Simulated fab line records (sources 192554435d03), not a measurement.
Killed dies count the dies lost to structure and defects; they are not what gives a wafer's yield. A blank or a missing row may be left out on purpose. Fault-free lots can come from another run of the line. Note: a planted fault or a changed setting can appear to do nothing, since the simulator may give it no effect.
Which tool is to blame? -- flow n5-finfet -- 10 lots, 30 wafers sampled, at 6 steps of a route of 1938

WHAT THE GAUGES SHOWED, per wafer
N5_BEOL_M3_OCD_MEAS_38.
lot,measured,on,trench-depth-nm (nm)
L247,day 7 09:43,ocd-02,55.2 56.1 56.3
L249,day 7 16:32,ocd-02,56.2 55.1 54.2
L248,day 7 17:16,ocd-02,56.2 56.8 56.7
L254,day 8 23:30,ocd-01,55.4 57.0 57.2
L257,day 9 20:35,ocd-01,- - -
L258,day 10 06:14,ocd-02,- - -
L264,day 11 09:17,ocd-01,56.2 55.4 55.8
L265,day 12 02:38,ocd-02,55.7 56.2 55.8
L266,day 12 03:07,ocd-01,55.6 56.4 55.1
L269,day 12 19:31,ocd-02,54.9 56.5 55.9

N5_BEOL_M4_RC_MEAS_101.
lot,measured,on,DIBL_N (mV/V),DIBL_P (mV/V),IOFF_N (nA/um),IOFF_P (nA/um),ION_N (uA/um),ION_P (uA/um),SS_N (mV/dec),SS_P (mV/dec),VT_N (mV),VT_P (mV)
L247,day 7 23:52,prober-02,35.7 35.3 35.8,35.0 35.4 34.5,0.134 0.138 0.142,0.193 0.200 0.189,674 667 685,457 464 461,71.2 71.4 71.5,72.5 72.0 72.8,250.6 248.9 250.2,-250.8 -251.9 -252.8
L249,day 8 10:45,prober-01,36.4 36.8 36.8,37.3 37.6 38.0,0.155 0.159 0.158,0.241 0.256 0.251,671 664 675,472 466 469,71.1 70.7 71.4,73.9 73.5 74.1,248.2 248.4 250.2,-247.0 -247.3 -246.1
L248,day 8 08:29,prober-01,35.7 36.7 35.8,35.7 36.6 35.5,0.152 0.157 0.149,0.207 0.215 0.198,677 676 664,464 468 460,71.3 71.8 71.7,73.3 73.8 74.5,249.9 249.4 251.1,-250.3 -251.7 -249.5
L254,day 9 16:14,prober-01,37.1 36.5 36.7,38.8 37.6 38.3,0.171 0.168 0.163,0.237 0.222 0.237,675 674 675,466 463 464,72.0 71.3 71.5,73.4 73.5 73.5,248.3 247.9 249.0,-246.5 -247.4 -246.5
L264,day 12 04:40,prober-01,37.4 37.3 37.6,37.4 37.3 37.9,0.165 0.157 0.167,0.216 0.215 0.225,673 661 669,456 459 466,72.4 72.3 71.7,73.7 73.1 73.4,249.8 250.2 250.1,-250.1 -250.8 -247.8
L265,day 12 13:58,prober-02,36.0 34.9 35.9,38.0 37.0 38.0,0.171 0.152 0.169,0.222 0.204 0.232,670 670 677,463 466 467,71.5 71.0 71.0,73.3 72.7 73.0,250.0 250.4 249.7,-248.7 -249.4 -247.9
L266,day 12 16:26,prober-01,36.9 37.9 37.3,37.3 38.5 37.8,0.160 0.186 0.171,0.221 0.218 0.209,665 686 677,459 461 460,71.8 71.9 71.3,73.4 73.7 73.5,252.5 247.3 247.6,-247.9 -250.5 -250.5
L269,day 13 09:25,prober-01,32.6 34.9 34.2,33.7 35.5 34.8,0.128 0.152 0.143,0.168 0.209 0.188,670 677 679,469 471 467,71.4 71.3 71.7,72.8 73.7 73.1,252.5 249.9 251.6,-250.6 -246.6 -253.1

EACH LOT AND THE TOOL THAT RAN IT (in order: tool; ch and the chambers of the sampled wafers; start)
lot,N5_BEOL_M2_ANNEAL_80,N5_BEOL_M2_SPUTTER_94,N5_BEOL_M3_ILD_DEP_00,N5_BEOL_M3_PECVD_72
L247,"pvd-sputter-02, day 6 21:05","pvd-sputter-02, day 6 22:19","pecvd-04 ch 0,1,2, day 6 23:40","pecvd-01 ch 0,1,2, day 6 23:46"
L249,"pvd-sputter-03, day 7 04:11","pvd-sputter-03, day 7 05:25","pecvd-04 ch 0,1,2, day 7 06:45","pecvd-01 ch 0,1,2, day 7 06:52"
L248,"pvd-sputter-03, day 7 06:01","pvd-sputter-03, day 7 07:16","pecvd-01 ch 0,2, day 7 08:37","pecvd-04 ch 0,2, day 7 08:43"
L254,"pvd-sputter-02, day 8 11:10","pvd-sputter-02, day 8 12:25","pecvd-03 ch 1,2, day 8 13:49","pecvd-01 ch 1,2, day 8 13:56"
L257,"pvd-sputter-02, day 9 09:46","pvd-sputter-02, day 9 11:00","pecvd-04 ch 1,2, day 9 12:28","pecvd-03 ch 0,2, day 9 12:35"
L258,"pvd-sputter-01, day 9 19:35","pvd-sputter-01, day 9 20:49","pecvd-01 ch 0,2, day 9 22:10","pecvd-01 ch 0,1, day 9 22:16"
L264,"pvd-sputter-01, day 10 21:34","pvd-sputter-01, day 10 22:48","pecvd-04 ch 0,1, day 11 00:08","pecvd-01 ch 0,2, day 11 00:14"
L265,"pvd-sputter-01, day 11 13:07","pvd-sputter-01, day 11 14:21","pecvd-01 ch 0,1,2, day 11 15:41","pecvd-03 ch 0,1,2, day 11 15:47"
L266,"pvd-sputter-01, day 11 18:17","pvd-sputter-01, day 11 19:32","pecvd-04 ch 0,1,2, day 11 20:52","pecvd-01 ch 1,2, day 11 20:58"
L269,"pvd-sputter-02, day 12 07:19","pvd-sputter-02, day 12 08:34","pecvd-01 ch 1,2, day 12 09:55","pecvd-04 ch 0,1,2, day 12 10:01"
- N5_BEOL_M2_ANNEAL_80: time 240 s.
- N5_BEOL_M2_SPUTTER_94: material Cu, target thk 4.5 nm, time 8.29 s.
- N5_BEOL_M3_ILD_DEP_00: deposits SiOC from DEMS/O2, target thk 79 nm, time 15.3 s.
- N5_BEOL_M3_PECVD_72: deposits SiO2 from TEOS/O2, target thk 16 nm, time 18 s.

AS READ BY THE TOOLS THEMSELVES (means over the sampled wafers that have a number; for cases with no such wafer, the mark the record gives instead)
N5_BEOL_M2_ANNEAL_80.
lot,tool,heater-power-w (W),susceptor_temp_C_max
L247,pvd-sputter-02,894,400.9
L249,pvd-sputter-03,923,400.6
L248,pvd-sputter-03,947,400.9
L254,pvd-sputter-02,861,401.1
L257,pvd-sputter-02,855,401.2
L258,pvd-sputter-01,821,401.2
L264,pvd-sputter-01,809,400.8
L265,pvd-sputter-01,875,401.2
L266,pvd-sputter-01,810,401.3
L269,pvd-sputter-02,839,401.4

N5_BEOL_M2_SPUTTER_94.
lot,tool,substrate-temp-c (C),throttle-valve-pct (%)
L247,pvd-sputter-02,-19.96,30.4
L249,pvd-sputter-03,-19.97,28.8
L248,pvd-sputter-03,-19.96,29.8
L254,pvd-sputter-02,-20.06,30.1
L257,pvd-sputter-02,-19.92,28.9
L258,pvd-sputter-01,-19.99,30.4
L264,pvd-sputter-01,-19.98,30.1
L265,pvd-sputter-01,-20.00,30.5
L266,pvd-sputter-01,-20.10,30.0
L269,pvd-sputter-02,-20.04,28.9

N5_BEOL_M3_ILD_DEP_00.
lot,tool,chamber-pressure-Torr (Torr),heater-power-outer-w (W),heater-power-w (W),showerhead-plenum-p-Torr (Torr),throttle-valve-pct (%)
L247,pecvd-04,5.021,251,475,5.703,11.6
L249,pecvd-04,5.005,228,458,5.699,11.6
L248,pecvd-01,5.001,220,454,5.701,11.6
L254,pecvd-03,5.001,298,585,5.693,12.1
L257,pecvd-04,-,-,-,-,-
L258,pecvd-01,-,-,-,-,-
L264,pecvd-04,4.995,263,505,5.709,11.6
L265,pecvd-01,4.987,240,469,5.699,11.8
L266,pecvd-04,4.988,272,507,5.706,11.6
L269,pecvd-01,5.006,237,473,5.704,11.7

N5_BEOL_M3_PECVD_72.
lot,tool,heater-power-w (W),showerhead-plenum-p-Torr (Torr),throttle-valve-pct (%)
L247,pecvd-01,663,8.84,21.7
L249,pecvd-01,690,8.83,21.7
L248,pecvd-04,560,8.79,21.0
L254,pecvd-01,738,8.83,21.8
L257,pecvd-03,823,8.79,20.8
L258,pecvd-01,685,8.82,21.7
L264,pecvd-01,646,8.84,21.7
L265,pecvd-03,846,8.79,21.8
L266,pecvd-01,741,8.85,22.0
L269,pecvd-04,694,8.81,22.0

THE ANSWER, worked out from the rows above alone
Rule: the lots themselves supply what counts as usual. The widest of any qualifying gaps counts: lots, ordered by their means at a reading, are off when they make up no more than a third of the lots, leave a main group of 4 or more, and stand apart from it by 3 or more times the standard deviation of that group's means. The tables above print the reading to a certain number of digits; a main group whose means all agree to those digits is not used. Also off: a lot with no number at a reading for which 4 or more lots have one. Where the step has rows for the other lots, those lots are counted as sound. Order of review: gauges by route order, followed by the tools' own readings, for which a lot's mean as printed above is used. The first step at which some lot is off is used, and at that step the reading that is off furthest; a lot without a number counts as furthest.
Off, at N5_BEOL_M3_OCD_MEAS_38 on trench-depth-nm: L257, L258. Without a number there: L257, L258. The main group has a mean of 55.9 nm with a standard deviation of 0.43.
A tool fits if, at a process step before that reading, it ran every lot that is off, and no sound lot after the first of them. The gauges at N5_BEOL_M3_OCD_MEAS_38 aren't tried: what is off there is off at N5_BEOL_M3_ILD_DEP_00 too, on other tools, and a gauge's error can't cause that. No candidate that was tried fits.

WHAT THE SIMULATOR HAD PUT IN
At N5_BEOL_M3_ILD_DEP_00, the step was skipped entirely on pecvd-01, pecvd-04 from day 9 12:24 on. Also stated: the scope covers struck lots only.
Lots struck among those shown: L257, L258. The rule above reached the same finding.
